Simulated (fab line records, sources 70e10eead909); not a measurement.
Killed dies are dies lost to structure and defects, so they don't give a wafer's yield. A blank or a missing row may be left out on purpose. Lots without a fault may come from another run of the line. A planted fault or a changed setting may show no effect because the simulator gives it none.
fab line records | flow nand_harc
record lots=12 wafers=34 last_day=33
route steps=1302 shown A_CHANNEL_FILL_D2@620 A_STAIRCASE@651
lots that met no fault: from a run of the same line without faults
start_h: hours from the record's first day to the start of the lot's first wafer shown | wait_h: hours since the lot's step before | " the same as in the row above | L1.1+2: a row that stands for several wafers | - no value, or no start given | * or withheld: withheld | < > ~ a bound
route shown NAME@n: a module of which the file shows steps, and the number in the route of the first | usual: mean/standard deviation of fault-free wafers | same: alike in all rows | chamber/n: place in a boat | sites: the reading at each site | _std_site: their standard deviation | _edge_site: outer sites' mean less inner sites' | radius_mm: how far each site lies from the wafer's centre | mask NAME#n: copy n | behind: the tool/chamber that last shaped the wafer | hold: why the lot was held/for how many hours/how that ended | device: the transistor (n, p or np) that didn't switch | end of line: the same wafers' tests at the end of the route | a step without rows: its recipe alone | killed: dies lost to structure and defects at the first sort, not the wafer's yield | map: a wafer's dies, x killed, . not, _ none there
set.NAME: the setting as run; set.NAME@STEP: as run at that earlier step | model.NAME: the simulator's own value behind a step, which no gauge read
steps of the route over a sample of lots; a table a step, a row a wafer
services: from which hour (start_h, from the record's first day; less than 0 if before it) a tool's chamber was out of use, for how many hours, and why
## steps
# step NHARC_A_CHANNEL_FILL_D2_ETCHBACK_20
# recipe target_depth_a=270 time_s=13.5 c4f8_flow_sccm=withheld o2_flow_sccm=8 ar_flow_sccm=withheld rf_w=600 bias_w=1500 chemistry=C4F8/O2/Ar
# usual oes_product_au=0.988/0.023 rf_vpp_V=976/6
# columns lot.wafer tool chamber start_h wait_h oes_product_au rf_hours_counter_h rf_vpp_V
L529.2 rie_diel-04 0 334.35 - 0.956 3 981
L529.5 " 3 " " 0.953 - 971
L529.6 " 2 " " 0.952 - 980
L533.4 rie_diel-13 0 358.48 - 0.991 0 986
L533.6 " 0 " " 0.998 - 985
L533.5 " 1 " " 0.992 - 973
L534.3 rie_diel-13 2 376.87 - 0.985 1 973
L534.1 " 0 " " 0.974 1 984
L534.5 " 2 " " 0.987 - 974
L536.2 rie_diel-04 2 389.49 - 0.948 1 982
L536.3 " 1 " " 0.936 1 973
L536.5 " 2 " " 0.936 - 982
L537.2 rie_diel-04 2 401.38 - 1.006 1 982
L537.5 " 2 " " 0.999 - 980
L537.6 " 3 " " 0.993 - 970
L538.2 rie_diel-11 3 401.39 - 0.997 25 984
L538.3 " 0 " " 1.014 22 986
L538.5 " 3 " " 0.999 - 984
L540.3 rie_diel-04 3 430.57 - 0.999 2 971
L540.2 " 1 " " 0.995 2 972
L540.5 " 2 " " 1.022 - 981
L541.2 rie_diel-11 1 449.83 - 0.992 1 970
L541.6 " 2 " " 0.998 - 971
L542.2 rie_diel-04 1 460.11 - 1.003 3 971
L542.3 " 0 " " 1.006 3 982
L548.1 rie_diel-04 0 512.65 - 0.987 4 980
L548.4 " 1 " " 0.999 4 971
L548.3 " 2 " " 0.994 5 983
L550.4 rie_diel-11 1 521.05 - 1.006 9 969
L550.3 " 3 " " 1.021 10 984
L550.5 " 1 " " 1.004 - 968
L552.3 rie_diel-13 2 555.90 - 0.925 1 972
L552.1 " 0 " " 0.927 1 986
L552.2 " 1 " " 0.923 1 974
# step NHARC_A_CHANNEL_FILL_D2_ALD_25
# recipe target_thk_a=600 pulse_time_s=10 ald_cycles=600 temp_c=300 material=SiOx
# usual heater_power_w=456/49 precursor_pulse_height_rel=1.000/0.021
# columns lot.wafer tool chamber start_h wait_h heater_power_w precursor_pulse_height_rel
L529.2 ald_hk-03 0 347.63 1.9 478 1.004
L529.5 " 1 " " 520 0.984
L529.6 " 2 " " 398 1.016
L533.4 ald_hk-04 2 371.20 1.3 413 1.027
L533.6 " 0 372.42 2.5 543 0.984
L533.5 " 1 " " 489 1.020
L534.1 ald_hk-04 0 392.83 0.7 530 1.030
L534.3 " 2 394.08 1.9 414 0.997
L534.5 " 0 395.33 3.2 539 1.001
L536.2 ald_hk-02 3 401.43 0.1 407 0.994
L536.3 " 0 " " 394 0.993
L536.5 " 3 403.91 2.5 408 0.987
L538.3 ald_hk-02 3 414.35 0.0 402 1.022
L538.2 " 1 415.57 1.3 450 1.003
L538.5 " 3 416.79 2.5 412 0.973
L537.2 ald_hk-03 0 418.06 3.8 446 0.974
L537.5 " 1 419.30 5.0 494 1.015
L537.6 " 2 420.54 6.2 380 1.009
L540.3 ald_hk-02 2 441.94 0.1 459 1.023
L540.2 " 1 443.79 2.0 461 1.021
L540.5 " 2 " " 464 1.013
L541.2 ald_hk-04 2 462.99 1.3 426 0.984
L541.6 " 1 464.84 3.1 462 0.981
L542.2 ald_hk-03 3 474.23 0.7 502 1.035
L542.3 " 0 " " 463 1.012
L548.3 ald_hk-03 1 524.56 0.1 498 1.010
L548.1 " 2 525.81 1.3 376 0.959
L548.4 " 3 527.05 2.5 493 0.993
L550.3 ald_hk-04 2 535.53 1.3 434 0.986
L550.4 " 3 " " 458 1.007
L550.5 " 1 537.38 3.1 466 1.012
L552.3 ald_hk-03 2 567.95 0.0 392 0.980
L552.1 " 0 569.19 1.3 456 1.017
L552.2 " 1 " " 505 1.037
# step NHARC_A_STAIRCASE_ETCH_169
# recipe target_depth_a=500 time_s=107.1 ion_energy_ev=120 ch3f_flow_sccm=50 o2_flow_sccm=30 ar_flow_sccm=200 rf_w=500 bias_w=100 chemistry=CH3F/O2
# usual drypump_motor_current_A=5.9/0.42 o2_flow_sccm=29.99/0.084 oes_product_au=0.959/0.016 rf_vpp_V=245.1/1.5 run_length_s=128.4/0.54 showerhead_plenum_p_Torr=2.51/0.093 throttle_valve_pct=20.663/0.0099
# columns lot.wafer tool chamber start_h wait_h drypump_motor_current_A o2_flow_sccm oes_product_au rf_hours_counter_h rf_vpp_V run_length_s showerhead_plenum_p_Torr throttle_valve_pct
L529.2 rie_diel-01 1 359.08 0.1 5.2 29.98 0.938 49 243.6 129.1 2.42 20.665
L529.5 " 2 " " 6.4 30.01 0.936 - 242.6 128.3 2.33 20.663
L529.6 " 3 " " 5.8 29.98 0.947 - 243.5 128.2 2.49 20.668
L533.4 rie_diel-05 1 383.10 0.2 5.8 29.99 0.941 49 246.7 128.0 2.62 20.653
L533.6 " 2 " " 5.9 29.97 0.944 - 246.4 129.2 2.51 20.668
L533.5 " 3 " " 5.2 29.92 0.943 - 246.9 128.6 2.64 20.657
L534.3 rie_diel-09 1 405.83 0.1 5.9 29.88 0.949 27 244.3 127.8 2.54 20.671
L534.1 " 3 " " 6.4 29.88 0.978 29 246.1 127.7 2.63 20.659
L534.5 " 2 " " 6.2 29.94 0.975 - 244.9 128.3 2.49 20.666
L536.3 rie_diel-09 3 414.47 0.1 6.4 30.11 0.966 33 245.4 127.6 2.63 20.667
L536.2 " 1 " " 5.9 29.92 0.978 30 246.6 127.5 2.54 20.664
L536.5 " 3 " " 6.4 30.17 0.968 - 247.1 127.6 2.63 20.673
L538.2 rie_diel-01 1 427.81 0.2 5.2 30.03 0.927 15 243.5 129.0 2.41 20.661
L538.3 " 1 " " 5.2 29.89 0.932 - 244.5 129.2 2.41 20.668
L538.5 " 1 " " 5.2 29.94 0.930 - 243.1 128.7 2.41 20.660
L537.2 rie_diel-09 1 431.32 0.2 5.9 30.18 0.961 35 244.7 127.3 2.54 20.657
L537.6 " 3 " " 6.4 29.93 0.945 - 246.0 127.9 2.63 20.677
L537.5 " 0 " " 5.7 29.99 0.941 - 245.5 128.4 2.53 20.680
L540.2 rie_diel-09 2 454.94 0.1 6.2 30.03 0.973 47 246.0 147.3 2.49 20.664
L540.3 " 0 " " 5.8 29.90 0.945 27 246.2 147.9 2.53 20.672
L540.5 " 3 " " 6.4 29.91 0.951 - 246.7 127.6 2.62 20.662
L541.2 rie_diel-09 3 474.78 0.1 6.4 29.96 0.957 54 246.5 147.2 2.62 20.651
L541.6 " 3 " " 6.4 29.97 0.971 - 247.5 127.9 2.62 20.658
L542.2 rie_diel-09 3 486.67 0.1 6.4 30.09 0.979 57 245.0 147.1 2.62 20.668
L542.3 " 0 " " 5.8 30.05 0.956 37 245.1 148.0 2.52 20.668
L548.1 rie_diel-01 3 541.50 0.1 5.8 29.86 0.942 34 244.7 128.6 2.47 20.663
L548.4 " 1 " " 5.3 29.94 0.948 56 243.7 128.9 2.39 20.648
L548.3 " 2 " " 6.4 30.06 0.942 46 243.9 128.3 2.31 20.658
L550.4 rie_diel-09 0 547.57 0.3 5.8 29.95 0.975 17 245.2 128.1 2.51 20.650
L550.3 " 1 " " 5.9 30.03 0.958 14 245.4 127.4 2.52 20.669
L550.5 " 0 " " 5.7 30.08 0.973 - 244.7 128.1 2.51 20.661
L552.2 rie_diel-09 1 584.22 0.1 5.9 29.96 0.930 27 246.2 127.8 2.52 20.670
L552.1 " 2 " " 6.2 29.90 0.960 23 245.2 127.9 2.47 20.665
L552.3 " 3 " " 6.4 30.01 0.959 27 246.3 127.9 2.61 20.660
# step NHARC_A_STAIRCASE_TRIM_12
# recipe time_s=211.2 o2_flow_sccm=500 ar_flow_sccm=0 bias_w=0 chemistry=O2
# usual drypump_motor_current_A=5.9/0.42 o2_flow_sccm=500.1/1.7 oes_product_au=1.004/0.01 rf_vpp_V=58.0/0.85 showerhead_plenum_p_Torr=3.60/0.12 throttle_valve_pct=17.036/0.0092
# columns lot.wafer tool chamber start_h wait_h drypump_motor_current_A o2_flow_sccm oes_product_au rf_hours_counter_h rf_vpp_V showerhead_plenum_p_Torr throttle_valve_pct
L529.2 rie_diel-01 1 361.01 0.1 5.2 502.5 0.989 49 57.0 3.47 17.044
L529.6 " 2 " " 6.4 501.9 0.987 - 56.8 3.35 17.033
L529.5 " 3 " " 5.8 501.9 1.013 - 57.4 3.57 17.027
L533.5 rie_diel-09 2 385.13 0.1 6.2 500.5 1.024 - 57.6 3.59 17.027
L533.6 " 3 " " 6.4 498.7 1.014 - 57.9 3.77 17.025
L533.4 " 1 " " 5.9 503.3 0.988 - 58.7 3.64 17.034
L534.3 rie_diel-09 0 407.69 0.1 5.7 500.7 0.997 11 59.8 3.63 17.045
L534.1 " 1 " " 5.9 497.4 0.994 27 56.6 3.64 17.040
L534.5 " 3 " " 6.4 500.1 1.005 - 57.7 3.77 17.020
L536.2 rie_diel-05 1 416.34 0.1 5.8 499.7 0.998 0 58.4 3.74 17.021
L536.3 " 0 " " 5.0 503.9 1.015 0 58.7 3.58 17.026
L536.5 " 1 " " 5.8 499.5 0.995 - 57.6 3.74 17.021
L538.3 rie_diel-09 3 430.01 0.1 6.4 501.2 1.013 39 59.5 3.76 17.039
L538.2 " 1 " " 5.9 501.3 1.000 34 57.5 3.64 17.038
L538.5 " 2 " " 6.2 499.4 1.026 - 57.3 3.57 17.030
L537.2 rie_diel-09 3 433.36 0.1 6.4 497.7 1.001 40 59.1 3.76 17.030
L537.6 " 0 " " 5.8 499.3 0.993 - 57.0 3.63 17.043
L537.5 " 1 " " 5.9 497.6 0.998 - 56.8 3.63 17.040
L540.2 rie_diel-09 2 456.82 0.1 6.2 499.8 1.012 47 58.4 3.57 17.048
L540.3 " 0 " " 5.7 499.4 0.982 27 58.5 3.62 17.039
L540.5 " 0 " " 5.7 501.5 0.993 - 59.2 3.62 17.031
L541.2 rie_diel-01 3 476.52 0.1 5.8 499.2 0.999 9 58.1 3.56 17.045
L541.6 " 3 " " 5.8 500.5 0.992 - 57.5 3.56 17.025
L542.3 rie_diel-01 0 488.52 0.1 6.0 499.4 1.002 27 57.5 3.34 17.052
L542.2 " 1 " " 5.3 498.9 0.995 37 57.0 3.45 17.037
L548.4 rie_diel-09 2 543.25 0.1 6.2 499.2 1.021 11 57.2 3.55 17.036
L548.1 " 3 " " 6.4 499.7 1.005 13 58.2 3.74 17.044
L548.3 " 0 " " 5.7 497.5 1.024 15 56.9 3.61 17.031
L550.4 rie_diel-09 3 549.29 0.1 6.4 499.5 1.003 14 57.3 3.74 17.050
L550.3 " 0 " " 5.8 498.1 1.013 17 58.7 3.61 17.024
L550.5 " 2 " " 6.2 498.7 1.006 - 57.0 3.55 17.019
L552.1 rie_diel-09 3 586.02 0.1 6.4 498.9 0.994 27 60.0 3.73 17.044
L552.3 " 1 " " 5.9 500.2 0.982 27 57.9 3.61 17.037
L552.2 " 2 " " 6.2 499.0 1.004 23 57.1 3.55 17.050
## services
# columns tool chamber start_h hours kind
rie_diel-09 3 313.47 10.3 repair
rie_diel-09 - 320.46 9.0 pm
rie_diel-01 0 321.87 11.6 repair
rie_diel-04 1 328.15 17.7 repair
rie_diel-13 - 342.00 9.0 pm
ald_hk-02 - 349.90 10.0 pm
rie_diel-04 - 354.90 9.0 pm
rie_diel-09 0 358.70 36.5 repair
ald_hk-02 - 378.68 0.7 repair
rie_diel-01 - 381.24 9.0 pm
rie_diel-09 1 386.84 5.0 repair
ald_hk-03 - 392.13 10.0 pm
rie_diel-01 0 407.74 18.9 repair
rie_diel-04 - 422.47 0.2 repair
ald_hk-04 - 434.96 10.0 pm
rie_diel-09 1 449.41 13.0 repair
rie_diel-01 3 455.97 1.4 repair
ald_hk-03 - 457.69 1.0 repair
rie_diel-09 - 463.31 1.1 repair
rie_diel-01 2 476.04 5.3 repair
rie_diel-09 - 497.46 9.0 pm
rie_diel-04 0 518.28 7.7 repair
rie_diel-04 - 531.90 9.0 pm
rie_diel-01 - 558.24 9.0 pm
## key
first_sign step=NHARC_A_STAIRCASE_ETCH_169 reading=run_length_s direction=up sigmas=36 usual=* struck=*
effect none on later readings
met_at NHARC_A_STAIRCASE_ETCH_169
struck_lots L540,L541,L542
struck_wafers L540.2,L540.3,L541.2,L542.2,L542.3
tester_left_out L540,L541,L542
not_acting_at NHARC_A_CHANNEL_FILL_D2_ETCHBACK_20,NHARC_A_CHANNEL_FILL_D2_ALD_25,NHARC_A_STAIRCASE_TRIM_12
onset_between 431.32 454.94
fault kind=process_parameter_drift tool=rie_diel-09 chamber=- onset_h=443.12 steps=NHARC_A_STAIRCASE_ETCH_169 channel=time_s offset=* shape=step end_h=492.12 scope=struck_wafers_only acts_in=* stated=*
# tester_left_out: of these lots the tester's yield and bins aren't shown, on N5 and GAA mostly nor the transistor test; their killed dies are dies lost to structure and defects alone, not to doping, threshold or leakage, so they don't give the yield
